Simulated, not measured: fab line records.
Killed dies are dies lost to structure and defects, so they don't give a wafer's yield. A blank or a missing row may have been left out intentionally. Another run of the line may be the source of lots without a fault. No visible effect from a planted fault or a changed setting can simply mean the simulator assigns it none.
Matching of chambers | flow nandHarc | 4 sister chambers for NHARC_A_SGD_CUT_ETCHBACK_24 on rieDiel-13
The step etches the open film in CH3F/O2, target depth 50 nm, time 92.857 s. 8 wafers are shown with their chamber, then 8 later ones without.

## WAFERS PAIRED WITH THEIR CHAMBERS
wafer  | chamber | drypumpMotorCurrentA (A) | rfVppV (V)
L078.3 | 0       | 6.4                      | 242.7
L085.4 | 0       | 6.5                      | 242.1
L089.1 | 1       | 5.0                      | 240.8
L089.2 | 3       | 5.6                      | 243.0
L090.1 | 2       | 5.4                      | 244.2
L090.3 | 3       | 5.6                      | 241.9
L090.6 | 2       | 5.4                      | 245.6
L092.2 | 1       | 5.0                      | 242.9

## WAFERS MISSING THEIR CHAMBER
wafer  | drypumpMotorCurrentA (A) | rfVppV (V)
L092.3 | 5.5                      | 243.9
L092.4 | 5.6                      | 242.1
L095.1 | 5.6                      | 241.5
L095.2 | 5.4                      | 245.8
L095.5 | 5.4                      | 245.4
L094.1 | 5.4                      | 246.4
L094.3 | 5.6                      | 242.3
L094.6 | 5.0                      | 241.5

## WHICH CHAMBER EACH ONE RAN IN
wafer  | from the rows above     | in truth
L092.3 | can't be placed: 2 or 3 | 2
L092.4 | 3                       | 3
L095.1 | 3                       | 3
L095.2 | 2                       | 2
L095.5 | 2                       | 2
L094.1 | 2                       | 2
L094.3 | 3                       | 3
L094.6 | 1                       | 1
7 of 8 placed correctly. Cannot be placed on the basis of these rows: 1; the candidates contain the true chamber in 1. Wrongly placed: 0.
How it was worked out, from the rows above alone: a wafer's distance from a chamber is the root of the sum, over the readings, of the square of ((its reading less the chamber's mean) divided by the reading's scatter). If the next closest chamber is less than 2 further off than the closest, the wafer can't be placed; otherwise it belongs to the closest. A chamber's mean is the mean of its shown wafers. The scatter: the root of (the sum of the squares of (reading less its chamber's mean) over the shown wafers, divided by (wafers less chambers)).
